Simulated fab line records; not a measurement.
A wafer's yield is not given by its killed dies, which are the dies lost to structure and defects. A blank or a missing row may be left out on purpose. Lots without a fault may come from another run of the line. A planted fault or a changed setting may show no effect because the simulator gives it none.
Which tool was responsible? -- flow n5 finfet -- 9 lots with 27 wafers sampled at 5 steps, on a route of 1938 steps

## WHAT THE GAUGES READ, wafer by wafer
N5_MOL_CONTACT_COAG_INSPECT_57: inspects for defects (brightfield).
lot,measured,on,raw defect count
L383,day 5 11:56,defect inspect-01,196 155 302
L386,day 6 02:58,defect inspect-02,111 172 180
L387,day 6 06:34,defect inspect-01,215 269 218
L392,day 7 14:42,defect inspect-02,210 237 215
L398,day 9 03:25,defect inspect-01,221 215 247
L400,day 9 17:27,defect inspect-02,165 160 159
L401,day 9 20:59,defect inspect-01,344 261 222
L402,day 10 02:35,defect inspect-01,292 341 258
L405,day 10 23:19,defect inspect-02,177 208 170

N5_BEOL_M4_RC_MEAS_101.
lot,measured,on,DIBL_N (mV/V),DIBL_P (mV/V),IOFF_N (nA/um),IOFF_P (nA/um),ION_N (uA/um),ION_P (uA/um),SS_N (mV/dec),SS_P (mV/dec),VT_N (mV),VT_P (mV)
L383,day 8 08:26,prober-02,35.7 37.5 38.0,35.2 37.7 37.4,0.148 0.183 0.186,0.202 0.246 0.230,676 674 674,460 463 464,71.5 72.8 71.8,73.0 73.4 73.8,251.2 250.7 249.9,-251.9 -248.5 -249.7
L386,day 8 23:38,prober-01,37.9 37.4 38.8,35.0 34.1 36.2,0.143 0.141 0.162,0.214 0.199 0.236,660 654 656,455 451 458,71.5 71.2 71.5,74.1 73.2 74.1,253.3 253.1 249.7,-249.4 -248.9 -248.5
L387,day 9 03:25,prober-02,36.6 35.7 36.9,37.6 35.8 37.4,0.171 0.152 0.170,0.210 0.195 0.208,688 660 671,463 457 458,71.6 71.5 71.8,73.2 73.6 73.9,250.8 254.5 248.4,-253.2 -252.2 -254.2
L392,day 10 12:46,prober-01,36.2 36.6 36.1,35.7 35.4 35.1,0.160 0.160 0.150,0.229 0.233 0.229,659 665 661,450 464 458,72.8 71.9 71.8,72.8 73.5 73.0,250.3 251.0 251.0,-247.6 -246.4 -246.5
L398,day 12 01:08,prober-02,38.5 38.2 37.7,38.7 39.2 38.4,0.183 0.189 0.169,0.238 0.261 0.238,668 686 692,458 475 471,72.5 72.6 72.5,74.1 73.4 73.2,251.9 245.3 250.2,-248.7 -245.7 -248.6
L400,day 12 11:24,prober-02,35.6 33.3 33.7,35.1 32.7 32.5,0.142 0.114 0.117,0.207 0.181 0.172,659 660 648,455 466 452,71.8 70.9 70.8,73.5 72.4 73.6,252.9 251.8 254.7,-249.4 -251.1 -251.4
L401,day 12 23:12,prober-01,36.0 36.7 34.5,35.6 35.8 33.8,0.143 0.140 0.109,0.190 0.191 0.170,676 659 665,461 459 461,70.2 70.9 69.9,73.1 72.4 72.4,248.3 250.8 254.4,-249.5 -251.7 -251.5
L402,day 12 22:53,prober-02,39.7 38.4 36.9,38.9 37.6 35.6,0.181 0.163 0.139,0.247 0.224 0.201,675 681 684,457 466 471,72.4 71.9 72.0,74.0 72.7 72.5,249.7 249.6 251.3,-246.9 -248.6 -249.3
L405,day 13 22:56,prober-02,36.5 36.8 36.4,37.6 37.6 38.0,0.158 0.148 0.161,0.223 0.227 0.230,681 655 679,473 462 478,71.0 71.7 71.5,73.7 73.4 73.2,249.6 254.4 250.5,-246.7 -250.3 -249.6

## WHAT TOOL EACH LOT RAN ON (gives the tool, then ch and the chambers of the sampled wafers, and finally the start)
lot,N5_MOL_CONTACT_COAG_ETCHBACK_135,N5_MOL_CONTACT_COAG_ETCH_47,N5_MOL_CONTACT_COAG_STRIP_119
L383,"rie diel-05 ch 0,2,3, day 5 12:31","rie diel-05 ch 0,2,3, day 5 12:40","plasma asher-02 ch 0,1, day 5 12:46"
L386,"rie diel-05 ch 2,3, day 6 03:31","rie diel-05 ch 2,3, day 6 03:39","plasma asher-02 ch 0,1, day 6 03:44"
L387,"rie diel-05 ch 1,3, day 6 07:27","rie diel-05 ch 1,3, day 6 07:35","plasma asher-01 ch 0,1, day 6 07:40"
L392,"rie diel-05 ch 2,3, day 7 15:14","rie diel-05 ch 2,3, day 7 15:22","plasma asher-02 ch 0,1, day 7 15:27"
L398,"rie diel-04 ch 0,2,3, day 9 04:01","rie diel-04 ch 0,2,3, day 9 04:09","plasma asher-01 ch 0,1, day 9 04:15"
L400,"rie diel-02 ch 2,3, day 9 18:26","rie diel-02 ch 2,3, day 9 18:35","plasma asher-01 ch 0, day 9 18:40"
L401,"rie diel-02 ch 0,1,2, day 9 21:29","rie diel-02 ch 0,1,2, day 9 21:37","plasma asher-02 ch 0,1, day 9 21:42"
L402,"rie diel-02 ch 1,2,3, day 10 03:04","rie diel-02 ch 1,2,3, day 10 03:12","plasma asher-02 ch 0,1, day 10 03:17"
L405,"rie diel-05 ch 0,1,2, day 10 23:59","rie diel-05 ch 0,1,2, day 11 00:07","plasma asher-01 ch 0,1, day 11 00:13"
- N5_MOL_CONTACT_COAG_ETCHBACK_135: etches SiO2 in CHF3, target depth 25 nm, time 16.7 s.
- N5_MOL_CONTACT_COAG_ETCH_47: etches SiNx in CH3F/O2, stops on W, target depth 27 nm.
- N5_MOL_CONTACT_COAG_STRIP_119: strips in N2/H2, time 30 s.

## WHAT THE TOOLS THEMSELVES READ (means of the sampled wafers that have a number; where no wafer has one, the mark that the record gives instead)
N5_MOL_CONTACT_COAG_ETCHBACK_135.
lot,tool,drypump motor current A (A),oes product au (a.u.),rf vpp V (V),showerhead plenum p Torr (Torr),throttle valve pct (%)
L383,rie diel-05,5.7,0.82,524,2.39,18.81
L386,rie diel-05,5.8,0.77,520,2.34,18.83
L387,rie diel-05,5.8,0.88,523,2.38,18.42
L392,rie diel-05,5.8,0.76,521,2.34,18.87
L398,rie diel-04,5.3,0.81,521,2.35,18.60
L400,rie diel-02,5.5,0.87,532,2.48,18.75
L401,rie diel-02,6.1,0.76,526,2.35,18.73
L402,rie diel-02,5.6,0.80,527,2.40,18.76
L405,rie diel-05,5.8,0.82,526,2.41,18.53

N5_MOL_CONTACT_COAG_ETCH_47.
lot,tool,CH3F_flow_sccm (sccm),O2_flow_sccm (sccm),drypump motor current A (A),etch rf on time s (s),oes_f_703_au (a.u.),oes_o_777_au (a.u.),oes product au (a.u.),rf fwd power W (W),rf vpp V (V),showerhead plenum p Torr (Torr),throttle valve pct (%)
L383,rie diel-05,30.05,19.98,5.7,31.5,0.82,0.82,0.73,385.5,297.2,2.01,16.42
L386,rie diel-05,30.07,20.00,5.7,31.6,0.79,0.78,0.69,386.6,296.4,1.97,16.46
L387,rie diel-05,30.14,20.05,5.8,30.2,0.97,0.95,0.80,417.8,287.4,2.01,16.02
L392,rie diel-05,30.01,20.03,5.8,31.1,0.86,0.83,0.69,417.7,286.5,1.96,16.49
L398,rie diel-04,30.01,20.01,5.4,30.8,0.81,0.81,0.73,387.2,295.1,1.98,16.23
L400,rie diel-02,29.96,20.02,5.5,30.6,0.86,0.86,0.77,386.1,300.8,2.09,16.35
L401,rie diel-02,30.01,20.03,6.1,31.3,0.77,0.77,0.68,385.9,298.7,1.97,16.36
L402,rie diel-02,29.94,20.02,5.6,30.9,0.81,0.80,0.72,386.4,298.4,2.02,16.39
L405,rie diel-05,30.07,19.97,5.8,31.5,0.82,0.82,0.74,385.7,297.9,2.02,16.16

N5_MOL_CONTACT_COAG_STRIP_119.
lot,tool,drypump motor current A (A),heater power w (W),n2 flow sccm (sccm)
L383,plasma asher-02,6.3,334,1753
L386,plasma asher-02,6.3,329,1748
L387,plasma asher-01,5.2,336,1753
L392,plasma asher-02,6.3,333,1750
L398,plasma asher-01,5.6,327,1746
L400,plasma asher-01,4.9,352,1753
L401,plasma asher-02,6.3,332,1746
L402,plasma asher-02,6.3,327,1753
L405,plasma asher-01,5.6,322,1743

## THE ANSWER, worked out from the rows above alone
Rule: the lots themselves supply what counts as usual. Put in order of their means at a reading, lots are off if they are a third of the lots or fewer, leave a main group of 4 or more, and stand apart from it by a gap of 3 or more times the standard deviation of the main group's means; of several such gaps the widest counts. Not used: any main group whose means are identical at the precision the tables above print for the reading. Also off: a lot with no number at a reading for which 4 or more lots have one. The other lots that the step has rows for count as sound. First the gauges in route order, then the tools' own readings, where a lot's mean is used as printed above. The first step at which some lot is off is used, and at that step the reading that is off furthest; a lot without a number counts as furthest.
Off, at N5_MOL_CONTACT_COAG_ETCH_47 on rf fwd power W: L387, L392. The main group: mean 386.2 W, standard deviation 0.54.
A tool fits if, at that step or a process step before it, it ran every lot that is off, and no sound lot after the first of them. Not one of the candidates tried fits.

## WHAT WAS PUT IN BY THE SIMULATOR
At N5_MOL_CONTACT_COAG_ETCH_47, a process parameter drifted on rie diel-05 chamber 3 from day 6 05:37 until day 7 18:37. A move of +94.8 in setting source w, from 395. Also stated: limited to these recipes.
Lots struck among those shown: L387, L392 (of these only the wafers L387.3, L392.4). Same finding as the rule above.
